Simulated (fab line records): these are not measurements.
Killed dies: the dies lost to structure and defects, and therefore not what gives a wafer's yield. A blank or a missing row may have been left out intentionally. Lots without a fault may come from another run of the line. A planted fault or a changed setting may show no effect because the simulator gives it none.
Which tool did it? ; flow n5Finfet ; 9 lots with 27 wafers sampled at 5 steps, on a route of 1938 steps

## WHAT THE GAUGES SHOWED, per wafer
N5_BEOL_M4_RC_MEAS_101. Usual: DIBL_N 36.3 mV/V, standard deviation 1.9; DIBL_P 36.0 mV/V, standard deviation 2.1; IOFF_N 0.16 nA/um, standard deviation 0.031; IOFF_P 0.21 nA/um, standard deviation 0.035; ION_N 675 uA/um, standard deviation 14; ION_P 464 uA/um, standard deviation 8.5; SS_N 71.5 mV/dec, standard deviation 0.6; SS_P 73.3 mV/dec, standard deviation 0.72; VT_N 250 mV, standard deviation 3.2; VT_P -250 mV, standard deviation 3.1.
lot;measured;on;DIBL_N (mV/V);DIBL_P (mV/V);IOFF_N (nA/um);IOFF_P (nA/um);ION_N (uA/um);ION_P (uA/um);SS_N (mV/dec);SS_P (mV/dec);VT_N (mV);VT_P (mV);flag
L404;day 7 18:26;prober-02;37.9 38.2 37.5;38.3 39.7 38.2;0.19 0.21 0.19;0.27 0.31 0.27;683 705 688;472 484 470;71.8 71.7 71.7;74.1 74.4 74.0;247 245 245;-245 -244 -246;
L405;day 8 05:31;prober-02;33.9 36.2 35.7;34.2 36.9 35.3;0.12 0.16 0.14;0.18 0.23 0.21;658 668 656;458 462 454;71.0 71.5 70.8;72.4 73.3 72.4;252 250 252;-251 -248 -249;
L409;day 9 00:40;prober-01;34.9 33.6 33.5;35.4 34.7 34.3;0.14 0.13 0.14;0.21 0.20 0.21;667 671 681;468 470 480;71.2 71.3 71.0;72.8 72.7 72.3;249 250 249;-248 -248 -247;
L414;day 9 22:16;prober-01;35.1 34.2 34.3;35.4 34.7 32.9;0.14 0.13 0.11;0.20 0.19 0.15;681 668 656;474 459 449;71.3 71.3 71.3;72.9 73.1 72.6;250 254 259;-250 -251 -254;
L416;day 14 14:58;prober-01;36.0 35.6 36.2;36.1 35.3 35.1;0.17 0.16 0.17;0.25 0.23 0.22;686 681 678;473 468 467;71.2 71.7 71.7;72.8 72.9 73.2;246 247 247;-243 -249 -248;
L418;day 12 21:15;prober-01;37.7 36.4 37.2;35.8 34.5 34.4;0.17 0.15 0.16;0.22 0.19 0.19;691 675 676;473 462 460;72.6 72.1 72.3;73.5 72.9 72.9;248 250 251;-246 -251 -251;
L425;day 13 00:07;prober-02;38.4 35.6 38.0;36.3 34.7 37.4;0.17 0.12 0.16;0.21 0.19 0.22;663 668 676;453 464 460;72.6 71.1 72.0;73.2 73.2 74.0;250 252 248;-250 -251 -246;
L426;day 14 12:35;prober-02;35.8 34.3 36.3;36.4 34.6 36.0;0.15 0.13 0.15;0.23 0.19 0.21;676 673 676;469 465 465;72.4 71.7 72.0;73.1 72.1 72.5;251 253 251;-249 -250 -249;
L427;day 15 04:40;prober-01;36.2 36.5 36.9;36.7 36.7 37.3;0.15 0.15 0.16;0.21 0.21 0.21;668 668 665;460 458 457;71.1 70.7 71.4;73.1 73.2 74.1;250 251 251;-249 -248 -250;

## TOOL THAT RAN EACH LOT (tool first, then ch and the chambers of the sampled wafers, then the start)
lot;N5_ILD0_CMP_12;N5_SDB_HM_OPEN_20;N5_SDB_STRIP_22;N5_DUMMY_REMOVAL_STRIP_10
L404;cmp-03 ch 2,3, day 3 22:25;rieDiel-02 ch 0,1, day 3 23:31;plasmaAsher-01 ch 0, day 3 23:35;rieDiel-05 ch 0,1, day 4 03:16
L405;cmp-01 ch 1,3, day 4 03:16;rieDiel-04 ch 0,3, day 4 04:23;plasmaAsher-01 ch 0,1, day 4 04:28;rieDiel-01 ch 0,3, day 4 08:27
L409;cmp-02 ch 2,3, day 4 23:38;rieDiel-02 ch 0,1, day 5 01:08;plasmaAsher-02 ch 0,1, day 5 01:13;rieDiel-01 ch 0,3, day 5 05:19
L414;cmp-03 ch 1,2,3, day 6 04:55;rieDiel-03 ch 0,2,3, day 6 05:53;plasmaAsher-02 ch 0,1, day 6 05:59;rieDiel-06 ch 0,3, day 6 09:40
L416;cmp-02 ch 0,2,3, day 7 02:15;rieDiel-02 ch 0,2, day 7 03:23;plasmaAsher-02 ch 0,1, day 7 03:30;rieDiel-06 ch 0,1, day 7 08:02
L418;cmp-02 ch 0,1, day 7 08:11;rieDiel-03 ch 0,1, day 7 10:07;plasmaAsher-01 ch 0, day 7 10:11;rieDiel-05 ch 1,2,3, day 7 15:14
L425;cmp-01 ch 1,2, day 9 01:40;rieDiel-03 ch 0,3, day 9 03:10;plasmaAsher-01 ch 0,1, day 9 03:15;rieDiel-01 ch 0,1, day 9 07:07
L426;cmp-02 ch 2,3, day 9 06:17;rieDiel-04 ch 1,3, day 9 07:14;plasmaAsher-01 ch 1, day 9 07:19;rieDiel-05 ch 0,1,3, day 9 10:57
L427;cmp-03 ch 0,1,2, day 9 21:04;rieDiel-02 ch 0,1, day 9 22:13;plasmaAsher-02 ch 0,1, day 9 22:19;rieDiel-06 ch 0,1,2, day 10 02:55
- N5_ILD0_CMP_12: polishes SiNx, stops on poly-Si, t overpolish 6 s, target thk 17.67 nm.
- N5_SDB_HM_OPEN_20: chemistry CH3F/O2, target SiNx, stops on poly-Si, target depth 24 nm.
- N5_SDB_STRIP_22: strips in N2/H2.
- N5_DUMMY_REMOVAL_STRIP_10: strips in N2/H2, time 40 s.

## AS READ BY THE TOOLS THEMSELVES (means over the sampled wafers that have a number; for cases with no such wafer, the mark the record gives instead)
N5_ILD0_CMP_12. Usual: motorCurrentA 9.2 A, standard deviation 1; overpolishRunS 6.000 s, standard deviation 0.0097; slurryFlowMlMin 150.1, standard deviation 0.47; timeToEndpointS 29.0 s, standard deviation 2.1.
lot;tool;motorCurrentA (A);overpolishRunS (s);slurryFlowMlMin;timeToEndpointS (s);flag
L404;cmp-03;9.9;5.995;150.0;28.6;
L405;cmp-01;8.9;6.001;150.2;28.3;
L409;cmp-02;9.7;5.993;150.4;27.4;
L414;cmp-03;10.0;6.003;150.2;28.2;
L416;cmp-02;8.7;6.000;149.3;27.7;
L418;cmp-02;7.7;6.000;150.1;29.9;
L425;cmp-01;10.4;5.995;150.0;28.1;
L426;cmp-02;9.4;6.002;150.1;29.0;
L427;cmp-03;9.4;6.003;150.4;28.6;

N5_SDB_HM_OPEN_20. Usual: drypumpMotorCurrentA 5.9 A, standard deviation 0.43; oesProductAu 0.67 a.u., standard deviation 0.074; rfVppV 301 V, standard deviation 6.1; showerheadPlenumPTorr 2.01 Torr, standard deviation 0.084; throttleValvePct 16.33 %, standard deviation 0.24.
lot;tool;drypumpMotorCurrentA (A);oesProductAu (a.u.);rfVppV (V);showerheadPlenumPTorr (Torr);throttleValvePct (%);flag
L404;rieDiel-02;6.3;0.59;303;1.92;16.43;
L405;rieDiel-04;6.0;0.62;299;1.96;16.26;
L409;rieDiel-02;6.3;0.60;302;1.91;16.44;
L414;rieDiel-03;5.4;0.63;302;2.00;16.26;
L416;rieDiel-02;6.3;0.62;306;1.98;16.40;
L418;rieDiel-03;5.8;0.67;295;2.00;16.56;
L425;rieDiel-03;5.6;0.61;296;1.96;16.38;
L426;rieDiel-04;6.0;0.73;294;2.02;16.26;
L427;rieDiel-02;6.2;0.68;303;2.06;16.22;

N5_SDB_STRIP_22. Usual: drypumpMotorCurrentA 5.5 A, standard deviation 0.46; heaterPowerW 353 W, standard deviation 11; oesProductAu 0.715 a.u., standard deviation 0.0043; stripTimeToEndpointS 96.2 s, standard deviation 0.49.
lot;tool;drypumpMotorCurrentA (A);heaterPowerW (W);oesProductAu (a.u.);stripTimeToEndpointS (s);flag
L404;plasmaAsher-01;5.0;356;0.716;96.1;
L405;plasmaAsher-01;5.3;357;0.712;95.5;
L409;plasmaAsher-02;5.5;359;0.715;96.6;
L414;plasmaAsher-02;5.8;358;0.688;102.0;OFF
L416;plasmaAsher-02;5.8;366;0.689;101.2;OFF
L418;plasmaAsher-01;5.0;360;0.713;96.4;
L425;plasmaAsher-01;5.2;353;0.712;96.1;
L426;plasmaAsher-01;5.8;338;0.716;96.1;
L427;plasmaAsher-02;5.9;364;0.715;96.4;

N5_DUMMY_REMOVAL_STRIP_10. Usual: drypumpMotorCurrentA 5.6 A, standard deviation 0.67; oesProductAu 0.75 a.u., standard deviation 0.068; rfVppV 45.3 V, standard deviation 0.77; showerheadPlenumPTorr 3.39 Torr, standard deviation 0.12; throttleValvePct 12.30 %, standard deviation 0.2.
lot;tool;drypumpMotorCurrentA (A);oesProductAu (a.u.);rfVppV (V);showerheadPlenumPTorr (Torr);throttleValvePct (%);flag
L404;rieDiel-05;6.7;0.73;45.8;3.22;12.43;
L405;rieDiel-01;4.9;0.78;45.7;3.46;12.40;
L409;rieDiel-01;4.8;0.75;45.4;3.41;12.45;
L414;rieDiel-06;6.1;0.81;46.4;3.50;12.03;
L416;rieDiel-06;5.7;0.77;45.1;3.42;12.17;
L418;rieDiel-05;5.6;0.80;44.8;3.44;12.23;
L425;rieDiel-01;5.1;0.73;46.0;3.49;12.42;
L426;rieDiel-05;6.1;0.77;45.1;3.34;12.36;
L427;rieDiel-06;6.1;0.81;45.0;3.40;12.02;

## THE ANSWER, worked out from the rows above alone
Rule: take the mean of a lot's wafers that have a number; if it is more than 3 standard deviations from the usual mean, the lot is off. A lot without any number at a reading at which 4 lots or more have one is off too. Where the step has rows for the other lots, those lots are counted as sound. Order of review: gauges by route order, followed by the tools' own readings, for which a lot's mean as printed above is used. The first step at which some lot is off is used, and at that step the reading that is off furthest; a lot without a number counts as furthest.
Off, at N5_SDB_STRIP_22 on stripTimeToEndpointS: L414, L416.
A tool fits if, at that step or a process step before it, it ran every lot that is off, and no sound lot after the first of them. None of those tried fits.

## WHAT HAD BEEN PUT IN BY THE SIMULATOR
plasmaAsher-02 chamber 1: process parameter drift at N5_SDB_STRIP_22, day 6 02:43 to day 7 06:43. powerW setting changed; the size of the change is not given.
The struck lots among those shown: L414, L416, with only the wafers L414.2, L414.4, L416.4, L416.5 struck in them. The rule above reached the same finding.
